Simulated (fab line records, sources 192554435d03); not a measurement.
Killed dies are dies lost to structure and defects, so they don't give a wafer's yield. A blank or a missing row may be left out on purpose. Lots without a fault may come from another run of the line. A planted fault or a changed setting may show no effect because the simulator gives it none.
Chamber matching | flow n5_finfet | N5_BEOL_M10_ETCH_62 on rie_diel-06: 4 sister chambers
The step etches SOC in N2/H2, target depth 110 nm, overetch 22 nm, time 165 s. 16 wafers are shown with their chamber, then 8 later ones without.

WAFERS WITH THEIR CHAMBER
wafer  | chamber | drypump_motor_current_A (A) | showerhead_plenum_p_Torr (Torr) | throttle_valve_pct (%)
L074.3 | 1       | 6.0                         | 2.50                            | 18.20
L074.5 | 2       | 5.4                         | 2.44                            | 18.18
L074.6 | 3       | 6.5                         | 2.47                            | 17.76
L076.1 | 3       | 6.5                         | 2.47                            | 17.75
L076.4 | 1       | 6.0                         | 2.49                            | 18.21
L076.5 | 2       | 5.4                         | 2.43                            | 18.19
L080.1 | 2       | 5.5                         | 2.43                            | 18.21
L080.3 | 0       | 6.6                         | 2.47                            | 17.55
L080.6 | 3       | 6.5                         | 2.47                            | 17.79
L081.1 | 3       | 6.5                         | 2.47                            | 17.79
L081.2 | 0       | 6.6                         | 2.47                            | 17.53
L081.5 | 0       | 6.6                         | 2.47                            | 17.54
L084.2 | 2       | 5.5                         | 2.43                            | 18.21
L084.3 | 1       | 6.0                         | 2.49                            | 17.72
L084.4 | 0       | 6.6                         | 2.47                            | 17.55
L086.2 | 0       | 6.6                         | 2.47                            | 17.56

SIGNATURES (means of the wafers above)
reading                  | chamber 0 | chamber 1 | chamber 2 | chamber 3 | scatter within a chamber
drypump_motor_current_A  | 6.600     | 6.000     | 5.450     | 6.500     | 0.0289
showerhead_plenum_p_Torr | 2.4700    | 2.4933    | 2.4325    | 2.4700    | 0.00344
throttle_valve_pct       | 17.5460   | 18.0433   | 18.1975   | 17.7725   | 0.115
Rule: a wafer's distance from a chamber is the root of the sum, over the readings, of the square of ((its reading less the chamber's mean) divided by the reading's scatter). The wafer belongs to the nearest chamber; if the next one is less than 2 further off, it can't be placed. The scatter: the root of (the sum of the squares of (reading less its chamber's mean) over the shown wafers, divided by (wafers less chambers)).

WAFERS WITHOUT THEIR CHAMBER
wafer  | drypump_motor_current_A (A) | showerhead_plenum_p_Torr (Torr) | throttle_valve_pct (%)
L086.3 | 6.5                         | 2.46                            | 17.81
L086.5 | 6.6                         | 2.47                            | 17.57
L089.1 | 6.5                         | 2.46                            | 17.83
L089.5 | 6.0                         | 2.48                            | 17.76
L089.6 | 6.6                         | 2.46                            | 17.59
L093.1 | 5.5                         | 2.42                            | 18.25
L093.4 | 6.0                         | 2.48                            | 17.77
L093.6 | 6.5                         | 2.46                            | 17.84

WHICH CHAMBER EACH WENT THROUGH
wafer  | from the rows above     | in truth
L086.3 | 3                       | 3
L086.5 | 0                       | 0
L089.1 | 3                       | 3
L089.5 | 1                       | 1
L089.6 | can't be placed: 0 or 3 | 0
L093.1 | 2                       | 2
L093.4 | 1                       | 1
L093.6 | 3                       | 3
Placed correctly: 7 of 8. Can't be placed from these rows: 1 (the true chamber is among the candidates in 1). Placed wrongly: 0.
